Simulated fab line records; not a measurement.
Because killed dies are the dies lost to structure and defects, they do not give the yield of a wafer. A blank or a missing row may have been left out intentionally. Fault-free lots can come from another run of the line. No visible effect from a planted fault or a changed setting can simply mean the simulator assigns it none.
fab line records	flow n5-finfet
record lots=24	wafers=72	last-day=17
route steps=1938 shown HKMG_FIN@447 GATE_CUT@470
lots that met no fault: from a run of the same line without faults
start-h: hours from the record's opening day to when the first of the lot's shown wafers began	wait-h: hours since the lot's step before	" unchanged from the row above	L1.1+2: several wafers, shown together as one row	- either no value or no given start	* or withheld: withheld	< > ~ a bound
route shown NAME@n: a module of which the file shows steps, and the number in the route of the first	usual: mean and standard deviation over wafers with no fault	same: alike in all rows	chamber/n: place in a boat	sites: per-site readings	_std_site: how widely they spread, as a standard deviation	_edge_site: the outer-site mean with the inner-site mean subtracted	radius-mm: how far each site lies from the wafer's centre	mask NAME#n: copy n	behind: the tool/chamber that last shaped the wafer	hold: reason for holding the lot/hours on hold/outcome of the hold	device: which transistor (n, p or np) failed to switch	end of line: at the end of the route, the tests of the same wafers	where a step has no rows: the recipe by itself	killed: not the wafer's yield, but the dies lost to structure and defects at the first sort	map: the dies of a wafer, with x for killed, . for not killed, _ for no die there
set.NAME: setting as actually run; set.NAME@STEP: the setting as run at that earlier step	model.NAME: the simulator's own value behind a step, which no gauge read
one table for each step of the route and one row for each wafer, over a sample of lots
services: from which hour (start-h, from the record's first day; less than 0 if before it) a tool's chamber was out of use, for how many hours, and why
## steps
# step N5_HKMG_FIN_STRIP_88
# recipe chemistry=N2/H2	power-w=2500	temp-c=300	h2-frac=0.65	time-s=360	pressure-mtorr=withheld	n2-flow-sccm=1750	h2-flow-sccm=3250
# usual drypump-motor-current-A=6.0/0.4	heater-power-w=515/27
lot.wafer	tool	chamber	start-h	wait-h	drypump-motor-current-A	heater-power-w	rf-hours-counter-h
L074.1	plasma-asher-01	0	76.60	0.0	5.8	497	102
L074.4	"	1	"	"	5.8	568	-
L074.6	"	1	"	"	5.8	545	-
L075.1	plasma-asher-02	1	85.98	0.0	6.7	522	27
L075.4	"	0	"	"	5.7	480	-
L075.6	"	1	"	"	6.7	514	-
L076.2	plasma-asher-02	1	88.76	0.0	6.7	505	27
L076.3	"	0	"	"	5.7	495	-
L076.4	"	1	"	"	6.7	533	-
L077.2	plasma-asher-01	1	93.87	0.0	5.9	556	106
L077.3	"	0	"	"	5.8	491	-
L077.5	"	1	"	"	5.9	547	-
L078.1	plasma-asher-01	1	100.27	0.0	5.9	556	107
L078.2	"	0	"	"	5.7	502	107
L078.3	"	0	"	"	5.8	486	-
L079.3	plasma-asher-02	0	106.41	0.1	5.7	500	-
L079.4	"	1	"	"	6.7	521	-
L079.5	"	1	"	"	6.7	531	-
L080.2	plasma-asher-01	1	113.15	0.0	5.8	565	110
L080.3	"	1	"	"	5.8	548	-
L080.6	"	1	"	"	5.9	548	-
L081.2	plasma-asher-02	0	118.12	0.0	5.7	484	33
L081.3	"	1	"	"	6.7	530	-
L081.4	"	0	"	"	5.7	489	-
L082.1	plasma-asher-02	1	125.63	0.0	6.7	524	35
L082.4	"	0	"	"	5.7	498	-
L082.5	"	0	"	"	5.7	497	-
L083.1	plasma-asher-01	1	131.25	0.0	5.9	551	114
L083.5	"	1	"	"	5.8	552	-
L083.6	"	0	"	"	5.8	497	-
L084.1	plasma-asher-01	0	138.67	0.0	5.8	491	116
L084.2	"	1	"	"	5.9	559	116
L084.4	"	1	"	"	5.8	551	-
L085.3	plasma-asher-02	0	147.63	0.1	5.6	488	-
L085.4	"	1	"	"	6.7	521	-
L085.5	"	1	"	"	6.7	534	-
L086.1	plasma-asher-02	0	151.06	0.0	5.7	496	37
L086.2	"	1	"	"	6.7	526	37
L086.4	"	1	"	"	6.7	523	-
L087.2	plasma-asher-01	1	160.99	0.0	5.8	565	121
L087.4	"	1	"	"	5.8	550	-
L087.5	"	0	"	"	5.7	491	-
L088.3	plasma-asher-01	1	163.03	0.2	5.9	541	-
L088.4	"	0	"	"	5.7	499	-
L088.5	"	0	"	"	5.8	509	-
L089.1	plasma-asher-02	0	169.13	0.0	5.7	500	40
L089.2	"	1	"	"	6.7	522	40
L089.6	"	1	"	"	6.7	520	-
L090.1	plasma-asher-01	0	176.61	0.0	5.8	492	125
L090.4	"	0	"	"	5.8	495	-
L090.5	"	1	"	"	5.9	552	-
L091.3	plasma-asher-02	1	179.37	0.1	6.7	529	-
L091.4	"	0	"	"	5.7	473	-
L091.5	"	0	"	"	5.7	475	-
L092.1	plasma-asher-02	1	188.06	0.0	6.7	517	43
L092.2	"	0	"	"	5.7	492	43
L092.5	"	0	"	"	5.7	485	-
L093.3	plasma-asher-01	1	199.08	0.1	5.9	561	-
L093.4	"	0	"	"	5.8	509	-
L093.6	"	0	"	"	5.8	482	-
L094.1	plasma-asher-01	0	202.09	0.0	5.8	514	130
L094.4	"	0	"	"	5.8	490	-
L094.5	"	1	"	"	5.8	570	-
L095.1	plasma-asher-01	0	204.43	0.0	5.8	497	131
L095.4	"	0	"	"	5.8	498	-
L095.6	"	0	"	"	5.8	486	-
L096.3	plasma-asher-02	0	213.47	0.1	5.7	496	-
L096.5	"	1	"	"	6.7	523	-
L096.6	"	0	"	"	5.7	485	-
L097.1	plasma-asher-01	1	217.65	0.0	5.9	534	133
L097.2	"	0	"	"	5.7	510	133
L097.5	"	0	"	"	5.8	489	-
# step N5_HKMG_FIN_ETCHBACK_68
# recipe chemistry=Cl2/Ar	stop-on=HfO2	target-depth-a=5	pressure-mtorr=10	icp-w=600	bias-w=60	Cl2_flow_sccm=40	Ar_flow_sccm=60
# usual drypump-motor-current-A=5.4/0.37	oes-product-au=0.69/0.11	throttle-valve-pct=21.06/0.14
lot.wafer	tool	chamber	start-h	wait-h	drypump-motor-current-A	oes-product-au	rf-hours-counter-h	throttle-valve-pct
L074.1	rie-metal-01	1	77.65	0.0	5.5	0.57	136	21.17
L074.4	"	1	"	"	5.5	0.58	-	21.16
L074.6	"	0	"	"	5.2	0.57	-	21.18
L075.1	rie-metal-02	1	87.05	0.0	6.0	0.65	98	21.06
L075.4	"	1	"	"	6.0	0.66	-	21.06
L075.6	"	1	"	"	6.0	0.65	-	21.07
L076.2	rie-metal-01	1	89.89	0.0	5.5	0.58	137	21.15
L076.3	"	1	"	"	5.5	0.58	-	21.15
L076.4	"	0	"	"	5.2	0.56	-	21.17
L077.2	rie-metal-01	0	94.91	0.0	5.2	0.56	143	21.19
L077.3	"	1	"	"	5.5	0.58	-	21.17
L077.5	"	1	"	"	5.5	0.53	-	21.22
L078.1	rie-metal-02	1	101.32	0.0	6.0	0.65	99	21.07
L078.2	"	0	"	"	5.1	0.80	30	20.94
L078.3	"	1	"	"	6.0	0.65	-	21.06
L079.3	rie-metal-02	0	107.56	0.1	5.0	0.81	-	20.94
L079.4	"	0	"	"	5.1	0.80	-	20.96
L079.5	"	0	"	"	5.1	0.80	-	20.94
L080.2	rie-metal-01	1	114.24	0.0	5.5	0.57	139	21.16
L080.3	"	1	"	"	5.5	0.57	-	21.17
L080.6	"	0	"	"	5.2	0.56	-	21.18
L081.2	rie-metal-01	1	119.23	0.0	5.5	0.57	139	21.15
L081.3	"	0	"	"	5.2	0.56	-	21.17
L081.4	"	1	"	"	5.5	0.57	-	21.16
L082.1	rie-metal-02	0	126.67	0.0	5.1	0.80	32	20.97
L082.4	"	1	"	"	6.0	0.65	-	21.06
L082.5	"	0	"	"	5.0	0.80	-	20.97
L083.1	rie-metal-01	0	132.29	0.0	5.2	0.56	146	21.18
L083.5	"	0	"	"	5.2	0.56	-	21.18
L083.6	"	1	"	"	5.5	0.57	-	21.16
L084.1	rie-metal-02	0	139.71	0.0	5.0	0.80	34	20.96
L084.2	"	1	"	"	6.0	0.65	102	21.08
L084.4	"	1	"	"	6.0	0.64	-	21.08
L085.3	rie-metal-01	1	148.64	0.1	5.5	0.57	-	21.15
L085.4	"	1	"	"	5.5	0.56	-	21.17
L085.5	"	1	"	"	5.5	0.57	-	21.17
L086.1	rie-metal-02	0	152.13	0.0	5.1	0.79	35	20.95
L086.2	"	1	"	"	6.0	0.65	104	21.07
L086.4	"	1	"	"	6.0	0.65	-	21.08
L087.2	rie-metal-02	0	162.09	0.0	5.0	0.79	35	20.96
L087.4	"	0	"	"	5.0	0.79	-	20.96
L087.5	"	1	"	"	6.0	0.64	-	21.08
L088.3	rie-metal-02	0	164.01	0.1	5.1	0.80	-	20.93
L088.4	"	1	"	"	6.0	0.64	-	21.07
L088.5	"	0	"	"	5.0	0.79	-	20.95
L089.1	rie-metal-01	0	170.17	0.0	5.2	0.92	4	20.76
L089.2	"	1	"	"	5.5	0.98	0	20.72
L089.6	"	1	"	"	5.5	0.98	-	20.73
L090.1	rie-metal-03	1	177.65	0.0	5.6	0.70	72	21.14
L090.4	"	1	"	"	5.6	0.69	-	21.13
L090.5	"	0	"	"	5.6	0.56	-	21.48
L091.3	rie-metal-03	0	180.33	0.1	5.5	0.67	-	21.34
L091.4	"	1	"	"	5.6	0.69	-	21.13
L091.5	"	0	"	"	5.6	0.67	-	21.32
L092.1	rie-metal-02	0	189.11	0.0	5.0	0.77	38	20.95
L092.2	"	1	"	"	6.0	0.65	106	21.08
L092.5	"	1	"	"	6.0	0.64	-	21.07
L093.3	rie-metal-02	1	200.08	0.1	6.0	0.64	-	21.10
L093.4	"	0	"	"	5.0	0.78	-	20.97
L093.6	"	0	"	"	5.0	0.78	-	20.96
L094.1	rie-metal-02	1	203.17	0.0	6.0	0.64	107	21.10
L094.4	"	1	"	"	6.0	0.64	-	21.09
L094.5	"	0	"	"	5.0	0.75	-	21.01
L095.1	rie-metal-02	1	205.51	0.0	6.0	0.64	107	21.09
L095.4	"	1	"	"	6.0	0.63	-	21.08
L095.6	"	1	"	"	6.0	0.64	-	21.08
L096.3	rie-metal-02	1	214.43	0.1	6.0	0.64	-	21.09
L096.5	"	0	"	"	5.0	0.78	-	20.95
L096.6	"	1	"	"	6.0	0.64	-	21.08
L097.1	rie-metal-01	0	218.82	0.0	5.2	0.90	8	20.76
L097.2	"	1	"	"	5.5	0.93	4	20.73
L097.5	"	1	"	"	5.5	0.93	-	20.73
# step N5_HKMG_FIN_CMP_94
# recipe stop-on=SiNx	post-cmp-clean=w-dilute-nh4oh	t-overpolish-s=4.7	down-force-psi=4	platen-rpm=50.289	pad-velocity-m-s=1.0006	target-thk-nm=43.299
# usual motor-current-A=12.7/1.7	pad-life-wafers=838/540	platen-rpm=50.287/0.028
lot.wafer	tool	chamber	start-h	wait-h	motor-current-A	pad-life-wafers	platen-rpm
L074.1	cmp-03	3	79.18	0.4	15.1	822	50.300
L074.4	"	1	"	"	12.5	824	50.278
L074.6	"	3	"	"	14.5	-	50.282
L075.1	cmp-03	1	88.71	0.4	12.1	900	50.253
L075.4	"	2	"	"	10.7	901	50.255
L075.6	"	1	"	"	12.0	-	50.234
L076.4	cmp-01	2	91.65	0.3	12.2	1933	50.240
L076.3	"	3	"	"	11.9	1934	50.298
L076.2	"	0	"	"	11.1	1935	50.262
L077.2	cmp-01	0	96.59	0.3	11.4	1993	50.243
L077.3	"	2	"	"	12.2	1995	50.292
L077.5	"	3	"	"	13.1	-	50.217
L078.2	cmp-03	0	102.85	0.4	14.3	1014	50.287
L078.1	"	2	"	"	10.6	1016	50.271
L078.3	"	3	"	"	15.7	1017	50.284
L079.3	cmp-04	0	109.17	0.4	11.9	96	50.299
L079.4	"	3	"	"	11.6	99	50.260
L079.5	"	0	"	"	11.4	-	50.285
L080.3	cmp-04	3	115.77	0.4	11.6	168	50.292
L080.2	"	1	"	"	15.2	170	50.267
L080.6	"	0	"	"	12.2	-	50.317
L081.2	cmp-04	2	120.81	0.3	14.9	271	50.320
L081.4	"	3	"	"	10.8	272	50.254
L081.3	"	0	"	"	12.1	273	50.251
L082.4	cmp-04	0	128.23	0.3	11.7	343	50.321
L082.1	"	1	"	"	14.4	344	50.263
L082.5	"	3	"	"	11.0	-	50.277
L083.1	cmp-04	2	133.91	0.2	15.4	387	50.261
L083.6	"	3	"	"	11.2	-	50.283
L083.5	"	0	"	"	11.5	-	50.295
L084.4	cmp-03	0	141.30	0.3	14.1	1321	50.303
L084.2	"	1	"	"	12.2	1322	50.314
L084.1	"	2	"	"	10.9	1323	50.271
L085.4	cmp-04	2	150.29	0.3	15.5	542	50.311
L085.3	"	3	"	"	11.7	543	50.321
L085.5	"	1	"	"	15.3	-	50.306
L086.1	cmp-04	3	153.67	0.4	10.3	558	50.279
L086.2	"	0	"	"	12.4	559	50.295
L086.4	"	1	"	"	15.0	560	50.293
L087.2	cmp-01	3	163.65	0.3	12.8	385	50.339
L087.4	"	0	"	"	11.0	386	50.282
L087.5	"	2	"	"	12.5	-	50.318
L088.3	cmp-03	0	165.52	0.4	14.3	1506	50.255
L088.4	"	2	"	"	10.1	1508	50.325
L088.5	"	0	"	"	14.2	-	50.315
L089.1	cmp-01	0	171.72	0.4	11.5	450	50.265
L089.2	"	1	"	"	10.4	451	50.282
L089.6	"	1	"	"	10.4	-	50.285
L090.4	cmp-04	1	179.26	0.4	15.2	738	50.346
L090.1	"	0	"	"	12.1	741	50.258
L090.5	"	1	"	"	14.7	-	50.322
L091.3	cmp-04	0	181.86	0.3	12.3	763	50.260
L091.4	"	2	"	"	14.7	765	50.325
L091.5	"	0	"	"	12.2	-	50.277
L092.2	cmp-01	1	190.65	0.4	10.0	594	50.292
L092.1	"	3	"	"	12.4	596	50.289
L092.5	"	2	"	"	12.1	-	50.345
L093.3	cmp-01	3	201.67	0.3	12.5	655	50.282
L093.4	"	0	"	"	11.2	656	50.277
L093.6	"	3	"	"	12.4	-	50.296
L094.1	cmp-04	3	204.71	0.4	11.1	930	50.289
L094.4	"	1	"	"	14.6	932	50.262
L094.5	"	3	"	"	11.1	-	50.267
L095.1	cmp-04	3	207.14	0.3	11.2	962	50.276
L095.4	"	0	"	"	12.8	963	50.264
L095.6	"	2	"	"	15.7	-	50.249
L096.3	cmp-01	2	216.05	0.3	12.7	805	50.280
L096.6	"	1	"	"	10.5	-	50.228
L096.5	"	2	"	"	12.4	-	50.295
L097.2	cmp-03	3	220.45	0.4	15.5	1950	50.275
L097.1	"	2	"	"	10.0	1953	50.269
L097.5	"	0	"	"	13.7	-	50.299
# step N5_GATE_CUT_STRIP_59
# recipe chemistry=N2/H2	time-s=20	power-w=100	temp-c=40	pressure-mtorr=100	rf-frequency-hz=6e+07	bias-power-w=3	n2-flow-sccm=300	h2-flow-sccm=300
# usual drypump-motor-current-A=5.9/0.52	oes-product-au=0.77/0.079	rf-vpp-V=45.5/0.94	showerhead-plenum-p-Torr=3.43/0.083	throttle-valve-pct=12.20/0.22
lot.wafer	tool	chamber	start-h	wait-h	drypump-motor-current-A	oes-product-au	rf-hours-counter-h	rf-vpp-V	showerhead-plenum-p-Torr	throttle-valve-pct
L074.1	rie-diel-02	1	80.15	0.1	5.7	0.78	129	45.0	3.39	11.95
L074.4	"	3	"	"	5.6	0.71	233	44.8	3.21	12.31
L074.6	"	3	"	"	5.6	0.70	-	44.1	3.21	12.32
L075.1	rie-diel-03	2	89.37	0.1	4.9	0.68	242	45.3	3.33	12.43
L075.4	"	0	"	"	6.8	0.79	90	46.0	3.42	12.25
L075.6	"	1	"	"	6.1	0.76	-	45.4	3.52	12.22
L076.2	rie-diel-02	0	92.28	0.1	5.1	0.71	204	45.3	3.46	12.25
L076.3	"	1	"	"	5.7	0.77	132	45.0	3.38	11.96
L076.4	"	2	"	"	6.5	0.74	181	45.3	3.39	12.45
L077.2	rie-diel-01	2	97.22	0.1	5.7	0.74	168	45.5	3.52	12.02
L077.3	"	3	"	"	6.3	0.76	158	44.2	3.37	12.22
L077.5	"	1	"	"	5.9	0.92	-	44.6	3.56	11.87
L078.1	rie-diel-03	0	103.51	0.1	6.8	0.78	94	47.4	3.41	12.24
L078.2	"	3	"	"	6.0	0.74	153	47.1	3.51	12.39
L078.3	"	2	"	"	4.9	0.67	246	44.4	3.32	12.44
L079.3	rie-diel-01	0	110.16	0.1	5.8	0.97	3	47.2	3.44	11.98
L079.4	"	2	"	"	5.7	0.74	173	44.9	3.51	12.02
L079.5	"	3	"	"	6.3	0.76	-	46.3	3.36	12.24
L080.2	rie-diel-03	3	116.44	0.1	5.9	0.74	158	44.8	3.51	12.39
L080.3	"	1	"	"	6.1	0.76	148	46.5	3.52	12.24
L080.6	"	1	"	"	6.1	0.76	-	43.6	3.52	12.26
L081.2	rie-diel-01	3	121.47	0.1	6.3	0.75	168	44.9	3.36	12.25
L081.3	"	1	"	"	5.9	0.90	31	46.4	3.56	11.88
L081.4	"	2	"	"	5.7	0.72	179	46.2	3.51	12.03
L082.1	rie-diel-01	2	128.86	0.1	5.7	0.72	181	45.7	3.51	12.04
L082.4	"	3	"	"	6.3	0.75	171	47.5	3.36	12.26
L082.5	"	3	"	"	6.3	0.75	-	45.1	3.36	12.25
L083.1	rie-diel-03	0	134.71	0.1	6.8	0.76	107	44.9	3.41	12.29
L083.5	"	3	"	"	6.0	0.73	-	45.4	3.51	12.42
L083.6	"	0	"	"	6.7	0.77	-	45.1	3.41	12.28
L084.1	rie-diel-01	1	142.20	0.1	5.9	0.88	36	46.8	3.55	11.91
L084.2	"	3	"	"	6.4	0.75	175	46.9	3.36	12.26
L084.4	"	0	"	"	5.8	0.94	13	46.8	3.43	12.00
L085.3	rie-diel-02	1	150.90	0.1	5.7	0.76	146	45.5	3.38	12.00
L085.4	"	2	"	"	6.5	0.73	-	45.3	3.38	12.50
L085.5	"	0	"	"	5.1	0.70	-	44.6	3.45	12.31
L086.1	rie-diel-02	0	154.54	0.1	5.1	0.71	219	45.6	3.45	12.30
L086.2	"	1	"	"	5.8	0.77	147	44.7	3.38	12.00
L086.4	"	0	"	"	5.1	0.71	-	45.7	3.45	12.30
L087.2	rie-diel-02	1	164.55	0.1	5.7	0.76	150	44.2	3.38	12.02
L087.4	"	1	"	"	5.8	0.76	-	46.7	3.37	12.00
L087.5	"	0	"	"	5.1	0.71	-	45.5	3.45	12.31
L088.3	rie-diel-02	0	166.18	0.1	5.1	0.70	224	45.5	3.45	12.32
L088.4	"	0	"	"	5.0	0.70	-	44.3	3.45	12.31
L088.5	"	1	"	"	5.8	0.76	-	45.4	3.37	12.02
L089.1	rie-diel-01	0	172.38	0.1	5.8	0.90	22	43.7	3.43	12.02
L089.2	"	1	"	"	5.9	0.88	44	44.8	3.55	11.92
L089.6	"	1	"	"	5.9	0.87	-	44.5	3.55	11.91
L090.1	rie-diel-01	2	179.92	0.1	5.7	0.71	195	46.2	3.50	12.08
L090.4	"	0	"	"	5.8	0.92	23	45.8	3.43	12.04
L090.5	"	3	"	"	6.3	0.73	-	46.0	3.35	12.30
L091.3	rie-diel-03	1	182.61	0.1	6.1	0.75	170	44.5	3.51	12.29
L091.4	"	2	"	"	4.9	0.91	12	44.6	3.31	11.84
L091.5	"	2	"	"	4.9	0.92	-	46.2	3.31	11.84
L092.1	rie-diel-02	3	191.31	0.1	5.6	0.97	6	45.1	3.60	11.75
L092.2	"	1	"	"	5.8	0.76	159	46.1	3.37	12.03
L092.5	"	3	"	"	5.6	0.97	-	45.2	3.60	11.74
L093.3	rie-diel-02	1	202.37	0.1	5.8	0.75	161	45.4	3.37	12.03
L093.4	"	0	"	"	5.1	0.70	233	44.4	3.44	12.32
L093.6	"	3	"	"	5.6	0.96	-	45.9	3.60	11.76
L094.1	rie-diel-03	2	205.37	0.1	4.9	0.90	18	44.7	3.31	11.85
L094.4	"	1	"	"	6.1	0.75	174	47.0	3.50	12.32
L094.5	"	2	"	"	4.9	0.90	-	45.2	3.31	11.85
L095.1	rie-diel-03	2	208.04	0.1	4.9	0.88	19	44.9	3.31	11.86
L095.4	"	1	"	"	6.1	0.75	175	44.7	3.50	12.31
L095.6	"	1	"	"	6.1	0.74	-	45.4	3.50	12.32
L096.3	rie-diel-03	2	216.68	0.1	4.9	0.88	22	47.5	3.31	11.86
L096.5	"	1	"	"	6.1	0.74	-	46.5	3.50	12.33
L096.6	"	0	"	"	6.8	0.76	-	46.4	3.39	12.34
L097.1	rie-diel-02	1	221.11	0.1	5.8	0.75	168	45.4	3.37	12.05
L097.2	"	0	"	"	5.1	0.69	239	46.3	3.44	12.36
L097.5	"	1	"	"	5.8	0.74	-	45.8	3.37	12.07
# step N5_GATE_CUT_INSPECT_15
# recipe mode=adi	inspect-instrument=brightfield
# usual raw-defect-count=133/37
lot.wafer	tool	chamber	start-h	wait-h	raw-defect-count
L074.1	defect-inspect-02	-	83.43	0.1	175
L074.4	"	-	"	"	137
L074.6	"	-	"	"	164
L075.1	defect-inspect-01	-	92.62	0.1	110
L075.4	"	-	"	"	129
L075.6	"	-	"	"	169
L076.2	defect-inspect-01	-	95.55	0.0	101
L076.3	"	-	"	"	89
L076.4	"	-	"	"	123
L077.2	defect-inspect-02	-	102.46	0.0	102
L077.3	"	-	"	"	119
L077.5	"	-	"	"	113
L078.1	defect-inspect-02	-	107.13	0.1	109
L078.2	"	-	"	"	108
L078.3	"	-	"	"	111
L079.3	defect-inspect-01	-	114.08	0.0	117
L079.4	"	-	"	"	159
L079.5	"	-	"	"	139
L080.2	defect-inspect-01	-	120.05	0.0	127
L080.3	"	-	"	"	92
L080.6	"	-	"	"	164
L081.2	defect-inspect-01	-	124.87	0.0	212
L081.3	"	-	"	"	120
L081.4	"	-	"	"	86
L082.1	defect-inspect-02	-	132.22	0.1	83
L082.4	"	-	"	"	84
L082.5	"	-	"	"	86
L083.1	defect-inspect-01	-	138.00	0.1	147
L083.5	"	-	"	"	125
L083.6	"	-	"	"	125
L084.1	defect-inspect-01	-	145.49	0.1	78
L084.2	"	-	"	"	110
L084.4	"	-	"	"	122
L085.3	defect-inspect-01	-	154.15	0.0	84
L085.4	"	-	"	"	92
L085.5	"	-	"	"	149
L086.1	defect-inspect-02	-	157.79	0.1	144
L086.2	"	-	"	"	152
L086.4	"	-	"	"	249
L087.2	defect-inspect-01	-	167.80	0.0	119
L087.4	"	-	"	"	136
L087.5	"	-	"	"	152
L088.3	defect-inspect-02	-	169.80	0.0	105
L088.4	"	-	"	"	72
L088.5	"	-	"	"	150
L089.1	defect-inspect-02	-	175.62	0.1	118
L089.2	"	-	"	"	112
L089.6	"	-	"	"	98
L090.1	defect-inspect-02	-	184.37	0.1	146
L090.4	"	-	"	"	171
L090.5	"	-	"	"	86
L091.3	defect-inspect-02	-	186.89	0.0	197
L091.4	"	-	"	"	248
L091.5	"	-	"	"	162
L092.1	defect-inspect-01	-	194.81	0.1	174
L092.2	"	-	"	"	65
L092.5	"	-	"	"	121
L093.3	defect-inspect-02	-	205.66	0.0	150
L093.4	"	-	"	"	111
L093.6	"	-	"	"	90
L094.1	defect-inspect-01	-	208.86	0.1	116
L094.4	"	-	"	"	155
L094.5	"	-	"	"	153
L095.1	defect-inspect-01	-	211.28	0.1	103
L095.4	"	-	"	"	98
L095.6	"	-	"	"	84
L096.3	defect-inspect-01	-	222.17	0.0	116
L096.5	"	-	"	"	128
L096.6	"	-	"	"	128
L097.1	defect-inspect-01	-	224.37	0.1	159
L097.2	"	-	"	"	108
L097.5	"	-	"	"	230
# step N5_GATE_CUT_CMP_61
# recipe stop-on=SiNx	t-overpolish-s=3	post-cmp-clean=alkaline-brush	down-force-psi=4	platen-rpm=27.09	pad-velocity-m-s=0.539
# usual motor-current-A=12.4/1.5	pad-life-wafers=970/610	platen-rpm=27.089/0.02
lot.wafer	tool	chamber	start-h	wait-h	motor-current-A	pad-life-wafers	platen-rpm
L074.4	cmp-02	3	86.64	0.4	13.3	1140	27.072
L074.1	"	1	"	"	12.0	1142	27.100
L074.6	"	3	"	"	13.6	-	27.086
L075.1	cmp-02	3	95.89	0.3	12.7	1226	27.071
L075.4	"	0	"	"	13.8	1227	27.086
L075.6	"	1	"	"	12.4	-	27.077
L076.2	cmp-01	2	99.98	0.4	12.0	2022	27.103
L076.4	"	3	"	"	13.2	2023	27.090
L076.3	"	1	"	"	10.2	2025	27.089
L077.2	cmp-01	1	105.65	0.3	10.5	2077	27.107
L077.3	"	3	"	"	11.9	2079	27.090
L077.5	"	0	"	"	10.6	-	27.127
L078.3	cmp-04	0	110.29	0.4	12.3	108	27.066
L078.1	"	1	"	"	14.9	109	27.091
L078.2	"	3	"	"	11.5	111	27.085
L079.4	cmp-01	3	117.95	0.3	12.5	73	27.111
L079.3	"	1	"	"	10.5	75	27.109
L079.5	"	2	"	"	12.1	-	27.106
L080.2	cmp-01	0	123.22	0.4	11.2	150	27.098
L080.3	"	3	"	"	12.1	153	27.086
L080.6	"	0	"	"	10.3	-	27.132
L081.2	cmp-02	3	128.33	0.4	13.5	1332	27.089
L081.3	"	0	"	"	13.4	1333	27.062
L081.4	"	1	"	"	13.1	1334	27.091
L082.4	cmp-02	2	135.40	0.4	11.8	1380	27.077
L082.1	"	3	"	"	13.9	1381	27.083
L082.5	"	3	"	"	13.1	-	27.105
L083.1	cmp-04	0	141.51	0.3	12.2	457	27.070
L083.6	"	3	"	"	10.9	-	27.073
L083.5	"	0	"	"	12.2	-	27.073
L084.1	cmp-04	2	148.96	0.4	14.9	522	27.035
L084.4	"	0	"	"	12.0	524	27.100
L084.2	"	1	"	"	15.3	525	27.085
L085.3	cmp-01	0	158.12	0.4	11.0	348	27.078
L085.4	"	1	"	"	10.6	349	27.076
L085.5	"	0	"	"	11.0	-	27.071
L086.4	cmp-04	0	161.81	0.4	11.8	612	27.110
L086.2	"	1	"	"	15.2	613	27.089
L086.1	"	2	"	"	14.7	614	27.067
L087.4	cmp-01	1	171.09	0.3	10.6	439	27.088
L087.2	"	3	"	"	12.1	441	27.089
L087.5	"	0	"	"	10.2	-	27.103
L088.3	cmp-02	3	173.39	0.4	12.9	1686	27.074
L088.4	"	0	"	"	14.1	1687	27.087
L088.5	"	0	"	"	13.5	-	27.100
L089.1	cmp-01	0	178.82	0.4	10.8	492	27.094
L089.2	"	3	"	"	12.2	495	27.111
L089.6	"	0	"	"	10.9	-	27.069
L090.1	cmp-04	1	188.67	0.3	14.9	817	27.086
L090.4	"	3	"	"	11.2	819	27.082
L090.5	"	0	"	"	11.8	-	27.082
L091.3	cmp-02	3	191.80	0.3	13.2	1826	27.095
L091.4	"	0	"	"	12.6	1827	27.073
L091.5	"	1	"	"	12.9	-	27.100
L092.2	cmp-04	3	198.03	0.3	12.0	883	27.073
L092.1	"	0	"	"	11.8	884	27.085
L092.5	"	3	"	"	11.0	-	27.044
L093.4	cmp-01	1	208.86	0.3	10.0	739	27.101
L093.3	"	3	"	"	12.0	741	27.088
L093.6	"	1	"	"	10.4	-	27.064
L094.4	cmp-01	1	212.09	0.3	10.2	763	27.068
L094.1	"	2	"	"	12.1	764	27.095
L094.5	"	1	"	"	10.3	-	27.049
L095.1	cmp-02	3	214.59	0.4	13.7	1980	27.037
L095.4	"	2	"	"	12.0	1983	27.085
L095.6	"	0	"	"	13.0	-	27.133
L096.3	cmp-04	2	225.61	0.4	15.2	1068	27.068
L096.5	"	2	"	"	14.8	-	27.098
L096.6	"	3	"	"	11.4	-	27.111
L097.1	cmp-04	1	228.08	0.3	14.5	1111	27.105
L097.2	"	3	"	"	11.5	1113	27.069
L097.5	"	1	"	"	14.9	-	27.077
## services
tool	chamber	start-h	hours	kind
cmp-04	-	54.42	0.6	repair
cmp-04	-	63.90	2.2	repair
cmp-02	-	69.14	2.2	repair
plasma-asher-02	-	75.13	2.3	repair
rie-diel-03	1	85.69	1.9	repair
cmp-04	-	92.09	4.0	pm
rie-diel-01	-	94.95	0.5	repair
cmp-02	-	103.28	22.4	pm
rie-diel-02	-	105.28	14.6	pm
rie-metal-02	1	105.80	7.8	repair
cmp-01	-	109.72	4.0	pm
rie-metal-01	-	109.91	0.7	repair
plasma-asher-02	-	127.36	15.6	pm
cmp-01	-	130.78	0.4	repair
cmp-01	-	134.49	5.1	pm
plasma-asher-02	-	169.49	2.8	pm
rie-diel-03	-	172.67	0.3	repair
rie-diel-03	1	193.13	8.5	repair
cmp-01	-	195.44	2.3	repair
cmp-04	-	198.53	0.2	repair
cmp-02	-	200.12	5.6	pm
plasma-asher-01	-	206.19	1.9	repair
cmp-02	-	224.03	4.0	pm
rie-metal-02	-	224.92	2.8	pm
## key
fault none
